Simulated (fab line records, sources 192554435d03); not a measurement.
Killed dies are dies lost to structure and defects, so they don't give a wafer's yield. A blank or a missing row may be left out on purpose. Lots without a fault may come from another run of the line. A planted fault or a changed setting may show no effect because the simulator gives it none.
Split-lot experiment | flow n5_finfet | 7 lots, 21 wafers read, on a route of 1938 steps

THE SPLIT
At N5_MOL_CONTACT_COAG_VIA_ETCH_117 (etches SiO2 in C4F6/O2, target depth 40 nm, overetch 8 nm, time 26 s), the setting bias_w was moved away from the recipe's 455 W on 6 of the 21 wafers read, by -11.0% to +7.3%. The other wafers ran this setting at the recipe's value.

The reading is taken at the split's own step.

THE READING
rf_vpp_V, in V, at N5_MOL_CONTACT_COAG_VIA_ETCH_117 (etches SiO2 in C4F6/O2, target depth 40 nm, overetch 8 nm, time 26 s). Fault-free wafers of this fab line usually give 1588 V, standard deviation 30 V.

wafer  | tool, chamber at the split | bias_w as run, W | against the recipe | rf_vpp_V, V | against lot-mates on the recipe
L075.1 | rie_diel-02, 2             | 455              | recipe             | 1527        | -
L075.3 | rie_diel-02, 0             | 455              | recipe             | 1577        | -
L075.6 | rie_diel-02, 0             | 455              | recipe             | 1577        | -
L080.1 | rie_diel-03, 2             | 455              | recipe             | 1573        | -
L080.2 | rie_diel-03, 0             | 455              | recipe             | 1615        | -
L080.4 | rie_diel-03, 3             | 420.4            | -7.6%              | 1479        | -115
L082.2 | rie_diel-06, 3             | 488.2            | +7.3%              | 1677        | +87
L082.4 | rie_diel-06, 2             | 455              | recipe             | 1588        | -
L082.6 | rie_diel-06, 3             | 455              | recipe             | 1592        | -
L091.2 | rie_diel-03, 3             | 455              | recipe             | 1570        | -
L091.3 | rie_diel-03, 2             | 405.1            | -11.0%             | 1439        | -154
L091.4 | rie_diel-03, 0             | 455              | recipe             | 1615        | -
L095.2 | rie_diel-06, 0             | 455              | recipe             | 1563        | -
L095.3 | rie_diel-06, 2             | 455              | recipe             | 1586        | -
L095.4 | rie_diel-06, 0             | 455              | recipe             | 1562        | -
L097.1 | rie_diel-06, 0             | 414.5            | -8.9%              | 1456        | -156
L097.2 | rie_diel-06, 2             | 455              | recipe             | 1588        | -
L097.3 | rie_diel-06, 1             | 455              | recipe             | 1635        | -
L096.1 | rie_diel-06, 3             | 415.7            | -8.6%              | 1486        | -76
L096.4 | rie_diel-06, 0             | 455              | recipe             | 1562        | -
L096.5 | rie_diel-06, 3             | 415.7            | -8.6%              | 1485        | -77

THE FIT
A straight line over all 21 wafers: rf_vpp_V changes by +12.7 V for each +1% of bias_w; r = +0.93; the points scatter about the line by 23 V.
The same after taking each lot's own level away (the mean of its wafers on the recipe; 21 wafers): +12.8 V for each +1%; r = +0.93; scatter 22 V.
On that fit, the largest move of bias_w shifts the reading by 1.4e+02 V.
The lots' own levels span 1560.3 to 1611.5 V, that is 1.7 times the standard deviation above.
So the lot-to-lot level changes the slope little: the two slopes agree.
Check: with one of the wafers moved furthest among these (-11.0%) left out of the fit, the line predicts -136 V for it against its lot-mates. It came out at -154 V against them.
Tool readings at the split's step, against how far the setting was moved: rf_vpp_V r = +0.93.

OTHER SPLITS ON THESE WAFERS
These wafers also went through other splits before the reading. Each is held against what the fit with the lots' levels taken away leaves over:
other split on the same wafers         | wafers away from the commonest value | r with rf_vpp_V (lot level and that fit taken away)
N5_HKMG_FIN_ETCH_31 bias_w             | 7                                    | -0.17
N5_MOL_CONTACT_COAG_PECVD_31 temp_c    | 4                                    | +0.21
N5_MOL_CONTACT_COAG_COAT_77 spin_rpm   | 3                                    | +0.26
N5_MOL_CONTACT_COAG_ALD_133 ald_cycles | 5                                    | -0.50

THE FILE'S OWN FIT
rf_vpp_V changes by +13.6 V for each +1% of bias_w, r = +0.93.
